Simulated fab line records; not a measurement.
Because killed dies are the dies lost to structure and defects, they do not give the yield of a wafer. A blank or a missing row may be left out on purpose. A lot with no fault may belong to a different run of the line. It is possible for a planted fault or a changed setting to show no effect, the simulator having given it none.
Which tool is to blame?	flow nandHarc	Sampling: 24 lots, 72 wafers, 6 of 1302 route steps

WHAT THE GAUGES READ, wafer by wafer
NHARC_A_M0_THK_MEAS_24: measures by xrf. Usual: thkNm reads 114.0 nm (standard deviation 1.5).
lot	measured	on	thkNm (nm)	flag
L075	day 23 04:41	filmMetro-01	113.5 115.1 113.8	
L074	day 23 05:56	filmMetro-01	115.1 114.8 113.1	
L076	day 23 21:19	filmMetro-01	111.9 113.6 113.9	
L078	day 23 21:56	filmMetro-01	113.9 111.8 112.2	
L077	day 24 13:31	filmMetro-01	113.6 115.8 116.7	
L079	day 25 08:22	filmMetro-01	113.2 116.5 115.1	
L081	day 26 06:53	filmMetro-02	112.5 114.0 112.6	
L080	day 26 10:06	filmMetro-01	115.5 117.1 113.2	
L083	day 26 10:48	filmMetro-02	114.1 115.2 112.2	
L082	day 26 18:04	filmMetro-02	115.0 112.6 113.1	
L084	day 27 09:46	filmMetro-02	116.1 116.8 114.9	
L085	day 27 14:48	filmMetro-01	115.3 116.2 114.8	
L086	day 27 19:59	filmMetro-01	115.5 114.2 115.9	
L087	day 28 06:26	filmMetro-01	114.0 113.6 113.3	
L089	day 28 19:59	filmMetro-02	116.6 112.4 114.4	
L091	day 28 21:02	filmMetro-02	112.4 113.0 110.5	
L090	day 29 02:08	filmMetro-01	113.0 112.8 113.4	
L088	day 29 06:14	filmMetro-01	116.4 112.4 112.6	
L092	day 30 00:32	filmMetro-01	113.4 114.7 113.7	
L093	day 30 07:35	filmMetro-02	113.9 113.4 113.9	
L095	day 31 00:03	filmMetro-01	116.6 115.4 113.8	
L094	day 31 00:38	filmMetro-02	111.0 112.7 113.7	
L096	day 31 12:18	filmMetro-01	112.3 111.8 114.3	
L097	day 32 05:43	filmMetro-02	114.4 115.6 112.6	

NHARC_HYBRID_BOND_OVL_MEAS_05. Usual: overlayXNm 3 nm, standard deviation 32; overlayYNm 1 nm, standard deviation 31.
lot	measured	on	overlayXNm (nm)	overlayYNm (nm)	flag
L075	day 23 23:17	overlay-01	70 6 48	-50 3 7	
L074	day 23 23:17	overlay-02	3 29 -52	28 15 -58	
L076	day 24 18:05	overlay-02	21 -7 -37	29 25 17	
L078	day 24 18:05	overlay-01	-37 111 -5	6 29 50	
L077	day 25 08:00	overlay-01	51 -16 -15	66 51 9	
L079	day 26 03:59	overlay-02	-62 57 3	-30 -22 -18	
L081	day 27 01:35	overlay-02	41 -1 -14	-48 -6 -41	
L080	day 27 01:35	overlay-01	21 22 -59	-4 34 -41	
L083	day 27 05:29	overlay-02	-36 -31 31	-27 29 41	
L082	day 27 12:37	overlay-01	47 -9 -2	-6 47 -57	
L084	day 28 04:22	overlay-02	-69 -11 -3	2 36 48	
L085	day 28 12:14	overlay-02	-30 13 -43	14 -19 13	
L086	day 28 12:14	overlay-01	-11 -72 -12	-79 22 -15	
L087	day 29 02:54	overlay-01	4 25 -3	-21 -15 84	
L089	day 29 14:26	overlay-02	-14 65 27	11 -33 -21	
L091	day 29 14:26	overlay-01	78 -2 -22	-1 -4 7	
L090	day 29 20:43	overlay-01	-52 -26 0	-50 58 -11	
L088	day 30 01:02	overlay-02	41 13 -49	4 50 -18	
L092	day 30 19:13	overlay-01	-11 21 -23	28 17 -71	
L093	day 31 02:58	overlay-02	10 79 20	-15 12 -15	
L095	day 31 18:28	overlay-02	-7 0 56	-63 20 7	
L094	day 31 18:28	overlay-01	13 4 33	-22 -45 4	
L096	day 32 10:12	overlay-02	11 -16 -8	6 -27 6	
L097	day 33 01:03	overlay-02	57 31 19	-43 37 -36	

WHAT TOOL EACH LOT RAN ON (gives the tool, then ch and the chambers of the sampled wafers, and finally the start)
lot	NHARC_A_M1_PRE_CLEAN_30	NHARC_A_M1_PVD_20	NHARC_A_BONDPAD_ETCH_34	NHARC_A_BONDPAD_ETCH_12
L075	pvdSputter-02, day 23 11:32 or earlier	pvdSputter-02, day 23 11:32 or earlier	rieDiel-01 ch 0,1, day 23 11:32	rieDiel-01 ch 1,2,3, day 23 23:17 or earlier
L074	pvdSputter-03, day 23 12:30 or earlier	pvdSputter-03, day 23 12:30 or earlier	rieDiel-11 ch 0,1, day 23 12:30	rieDiel-11 ch 0,3, day 23 23:17 or earlier
L076	pvdSputter-01, day 24 03:46 or earlier	pvdSputter-01, day 24 03:46 or earlier	rieDiel-04 ch 0,1,2, day 24 03:46	rieDiel-04 ch 0,3, day 24 18:05 or earlier
L078	pvdSputter-03, day 24 04:29 or earlier	pvdSputter-03, day 24 04:29 or earlier	rieDiel-04 ch 0,1,3, day 24 04:29	rieDiel-04 ch 0,1,2, day 24 18:05 or earlier
L077	pvdSputter-01, day 24 20:05 or earlier	pvdSputter-01, day 24 20:05 or earlier	rieDiel-04 ch 1,2,3, day 24 20:05	rieDiel-04 ch 0,3, day 25 08:00 or earlier
L079	pvdSputter-02, day 25 15:10 or earlier	pvdSputter-02, day 25 15:10 or earlier	rieDiel-11 ch 2,3, day 25 15:10	rieDiel-11 ch 0,1, day 26 03:59 or earlier
L081	pvdSputter-03, day 26 13:22 or earlier	pvdSputter-03, day 26 13:22 or earlier	rieDiel-04 ch 0,1,3, day 26 13:22	rieDiel-04 ch 0,1, day 27 01:35 or earlier
L080	pvdSputter-02, day 26 16:37 or earlier	pvdSputter-02, day 26 16:37 or earlier	rieDiel-04 ch 0,1,2, day 26 16:37	rieDiel-04 ch 0,3, day 27 01:35 or earlier
L083	pvdSputter-01, day 26 17:25 or earlier	pvdSputter-01, day 26 17:25 or earlier	rieDiel-04 ch 0,2,3, day 26 17:25	rieDiel-04 ch 1,2, day 27 05:29 or earlier
L082	pvdSputter-02, day 27 00:37 or earlier	pvdSputter-02, day 27 00:37 or earlier	rieDiel-11 ch 0,3, day 27 00:37	rieDiel-11 ch 1,2, day 27 12:37 or earlier
L084	pvdSputter-03, day 27 16:21 or earlier	pvdSputter-03, day 27 16:21 or earlier	rieDiel-04 ch 0,3, day 27 16:21	rieDiel-04 ch 1,2,3, day 28 04:22 or earlier
L085	pvdSputter-03, day 27 21:11 or earlier	pvdSputter-03, day 27 21:11 or earlier	rieDiel-04 ch 1,3, day 27 21:11	rieDiel-04 ch 0,1,2, day 28 12:14 or earlier
L086	pvdSputter-03, day 28 02:34 or earlier	pvdSputter-03, day 28 02:34 or earlier	rieDiel-04 ch 0,2,3, day 28 02:34	rieDiel-04 ch 1,2, day 28 12:14 or earlier
L087	pvdSputter-02, day 28 13:13 or earlier	pvdSputter-02, day 28 13:13 or earlier	rieDiel-04 ch 0,2,3, day 28 13:13	rieDiel-04 ch 0,1,2, day 29 02:54 or earlier
L089	pvdSputter-01, day 29 02:22 or earlier	pvdSputter-01, day 29 02:22 or earlier	rieDiel-04 ch 0,2,3, day 29 02:22	rieDiel-04 ch 0,1,3, day 29 14:26 or earlier
L091	pvdSputter-02, day 29 03:34 or earlier	pvdSputter-02, day 29 03:34 or earlier	rieDiel-11 ch 0,1, day 29 03:34	rieDiel-11 ch 0,3, day 29 14:26 or earlier
L090	pvdSputter-02, day 29 08:46 or earlier	pvdSputter-02, day 29 08:46 or earlier	rieDiel-11 ch 2,3, day 29 08:46	rieDiel-11 ch 1,2,3, day 29 20:43 or earlier
L088	pvdSputter-03, day 29 12:40 or earlier	pvdSputter-03, day 29 12:40 or earlier	rieDiel-04 ch 0,2,3, day 29 12:40	rieDiel-04 ch 0,1,3, day 30 01:02 or earlier
L092	pvdSputter-02, day 30 07:05 or earlier	pvdSputter-02, day 30 07:05 or earlier	rieDiel-04 ch 0,2, day 30 07:05	rieDiel-04 ch 1,2,3, day 30 19:13 or earlier
L093	pvdSputter-02, day 30 14:19 or earlier	pvdSputter-02, day 30 14:19 or earlier	rieDiel-01 ch 0,1, day 30 14:19	rieDiel-01 ch 0,1,3, day 31 02:58 or earlier
L095	pvdSputter-01, day 31 06:31 or earlier	pvdSputter-01, day 31 06:31 or earlier	rieDiel-11 ch 0,2,3, day 31 06:31	rieDiel-11 ch 0,2,3, day 31 18:28 or earlier
L094	pvdSputter-01, day 31 07:17 or earlier	pvdSputter-01, day 31 07:17 or earlier	rieDiel-11 ch 0,1, day 31 07:17	rieDiel-11 ch 0,1, day 31 18:28 or earlier
L096	pvdSputter-02, day 31 18:54 or earlier	pvdSputter-02, day 31 18:54 or earlier	rieDiel-04 ch 0,1,2, day 31 18:54	rieDiel-04 ch 0,2,3, day 32 10:12 or earlier
L097	pvdSputter-02, day 32 12:25 or earlier	pvdSputter-02, day 32 12:25 or earlier	rieDiel-04 ch 1,2,3, day 32 12:25	rieDiel-04 ch 1,2,3, day 33 01:03 or earlier
- NHARC_A_M1_PRE_CLEAN_30: time 30 s.
- NHARC_A_M1_PVD_20: deposits TaN, target thk 5 nm, time 8.06 s.
- NHARC_A_BONDPAD_ETCH_34: etches the open film in N2/H2, target depth 60 nm, overetch 18 nm, time 65.91 s.
- NHARC_A_BONDPAD_ETCH_12: etches the open film in CHF3/O2, target depth 220 nm, time 110 s.

AS READ BY THE TOOLS THEMSELVES (means over the sampled wafers that have a number; for cases with no such wafer, the mark the record gives instead)
NHARC_A_M1_PRE_CLEAN_30. Usual: heaterPowerW reads 404 W (standard deviation 42).
lot	tool	heaterPowerW (W)	flag
L075	pvdSputter-02	377	
L074	pvdSputter-03	464	
L076	pvdSputter-01	373	
L078	pvdSputter-03	440	
L077	pvdSputter-01	412	
L079	pvdSputter-02	367	
L081	pvdSputter-03	419	
L080	pvdSputter-02	406	
L083	pvdSputter-01	390	
L082	pvdSputter-02	392	
L084	pvdSputter-03	444	
L085	pvdSputter-03	438	
L086	pvdSputter-03	447	
L087	pvdSputter-02	370	
L089	pvdSputter-01	401	
L091	pvdSputter-02	370	
L090	pvdSputter-02	380	
L088	pvdSputter-03	464	
L092	pvdSputter-02	398	
L093	pvdSputter-02	388	
L095	pvdSputter-01	405	
L094	pvdSputter-01	395	
L096	pvdSputter-02	387	
L097	pvdSputter-02	365	

NHARC_A_M1_PVD_20. Usual: throttleValvePct reads 29.9 % (standard deviation 1.3).
lot	tool	throttleValvePct (%)	flag
L075	pvdSputter-02	30.5	
L074	pvdSputter-03	30.4	
L076	pvdSputter-01	30.5	
L078	pvdSputter-03	29.8	
L077	pvdSputter-01	30.5	
L079	pvdSputter-02	29.8	
L081	pvdSputter-03	29.7	
L080	pvdSputter-02	30.6	
L083	pvdSputter-01	30.0	
L082	pvdSputter-02	29.7	
L084	pvdSputter-03	29.6	
L085	pvdSputter-03	30.7	
L086	pvdSputter-03	30.5	
L087	pvdSputter-02	29.0	
L089	pvdSputter-01	30.3	
L091	pvdSputter-02	30.2	
L090	pvdSputter-02	29.5	
L088	pvdSputter-03	30.7	
L092	pvdSputter-02	28.4	
L093	pvdSputter-02	29.5	
L095	pvdSputter-01	29.8	
L094	pvdSputter-01	30.7	
L096	pvdSputter-02	30.1	
L097	pvdSputter-02	30.4	

NHARC_A_BONDPAD_ETCH_34. Usual: drypumpMotorCurrentA 5.6 A, standard deviation 0.34; oesProductAu 1.000 a.u., standard deviation 0.0083; rfVppV 429.6 V, standard deviation 2.7; showerheadPlenumPTorr 2.01 Torr, standard deviation 0.093; throttleValvePct 14.171 %, standard deviation 0.0089.
lot	tool	drypumpMotorCurrentA (A)	oesProductAu (a.u.)	rfVppV (V)	showerheadPlenumPTorr (Torr)	throttleValvePct (%)	flag
L075	rieDiel-01	5.5	0.989	428.9	1.96	14.171	
L074	rieDiel-11	5.8	0.999	428.4	1.99	14.171	
L076	rieDiel-04	5.6	1.006	429.2	2.03	14.165	
L078	rieDiel-04	5.8	1.001	428.5	1.97	14.174	
L077	rieDiel-04	5.7	1.005	428.9	1.98	14.172	
L079	rieDiel-11	5.6	0.991	429.1	1.99	14.172	
L081	rieDiel-04	5.8	1.004	428.0	1.97	14.169	
L080	rieDiel-04	5.5	1.007	429.9	2.03	14.169	
L083	rieDiel-04	5.7	0.999	430.1	2.02	14.173	
L082	rieDiel-11	5.2	0.998	433.0	2.13	14.168	
L084	rieDiel-04	5.9	0.991	428.4	1.96	14.163	
L085	rieDiel-04	5.8	0.994	426.2	1.92	14.168	
L086	rieDiel-04	5.7	0.996	430.1	2.02	14.167	
L087	rieDiel-04	5.7	0.997	430.2	2.02	14.166	
L089	rieDiel-04	5.7	1.001	430.7	2.02	14.176	
L091	rieDiel-11	5.6	1.001	430.9	2.06	14.163	
L090	rieDiel-11	5.3	0.994	430.6	2.05	14.175	
L088	rieDiel-04	5.7	1.000	430.6	2.02	14.165	
L092	rieDiel-04	5.5	1.010	430.9	2.07	14.169	
L093	rieDiel-01	5.5	1.001	428.3	1.94	14.166	
L095	rieDiel-11	5.4	0.998	430.6	2.06	14.168	
L094	rieDiel-11	5.6	0.998	430.9	2.06	14.159	
L096	rieDiel-04	5.5	1.003	431.0	2.03	14.178	
L097	rieDiel-04	5.7	0.999	428.3	1.98	14.167	

NHARC_A_BONDPAD_ETCH_12. Usual: drypumpMotorCurrentA 5.7 A, standard deviation 0.34; oesProductAu 0.947 a.u., standard deviation 0.024; rfVppV 369.7 V, standard deviation 2.3; showerheadPlenumPTorr 2.36 Torr, standard deviation 0.1; throttleValvePct 20.572 %, standard deviation 0.0088.
lot	tool	drypumpMotorCurrentA (A)	oesProductAu (a.u.)	rfVppV (V)	showerheadPlenumPTorr (Torr)	throttleValvePct (%)	flag
L075	rieDiel-01	5.8	0.913	369.3	2.34	20.571	
L074	rieDiel-11	5.3	0.934	373.1	2.53	20.575	
L076	rieDiel-04	5.8	0.966	370.1	2.37	20.573	
L078	rieDiel-04	5.5	0.977	370.4	2.39	20.571	
L077	rieDiel-04	6.0	0.962	368.6	2.32	20.575	
L079	rieDiel-11	5.9	0.919	369.5	2.34	20.581	
L081	rieDiel-04	5.7	0.931	369.1	2.33	20.573	
L080	rieDiel-04	5.9	0.945	369.0	2.32	20.586	
L083	rieDiel-04	5.5	0.958	369.7	2.34	20.575	
L082	rieDiel-11	6.0	0.967	367.8	2.25	20.564	
L084	rieDiel-04	5.7	0.943	368.4	2.33	20.571	
L085	rieDiel-04	5.5	0.924	370.2	2.39	20.562	
L086	rieDiel-04	5.4	0.968	370.5	2.40	20.581	
L087	rieDiel-04	5.5	0.927	370.5	2.39	20.574	
L089	rieDiel-04	5.8	0.964	368.2	2.32	20.566	
L091	rieDiel-11	5.3	0.916	373.1	2.52	20.573	
L090	rieDiel-11	5.6	0.930	368.2	2.33	20.577	
L088	rieDiel-04	5.8	0.969	369.2	2.32	20.574	
L092	rieDiel-04	5.7	0.982	368.6	2.33	20.575	
L093	rieDiel-01	5.7	0.937	368.8	2.32	20.574	
L095	rieDiel-11	5.4	0.924	371.0	2.42	20.569	
L094	rieDiel-11	5.6	0.928	371.2	2.43	20.578	
L096	rieDiel-04	5.7	0.970	370.2	2.38	20.573	
L097	rieDiel-04	5.7	0.962	369.4	2.33	20.567	

THE ANSWER, worked out from the rows above alone
Rule: a lot is off if the mean of its wafers that have a number lies more than 3 standard deviations from the usual mean. Also off: a lot with no number at a reading for which 4 or more lots have one. All remaining lots with rows at the step are treated as sound. The gauges are gone through in route order, then the tools' own readings, and for those a lot's mean is taken as printed above. At the first step where some lot is off, the reading lying furthest off is the one used; lots without a number count as furthest.
No lot is off on any of the readings shown, so nothing can be concluded from this.

WHAT THE SIMULATOR HAD INSERTED
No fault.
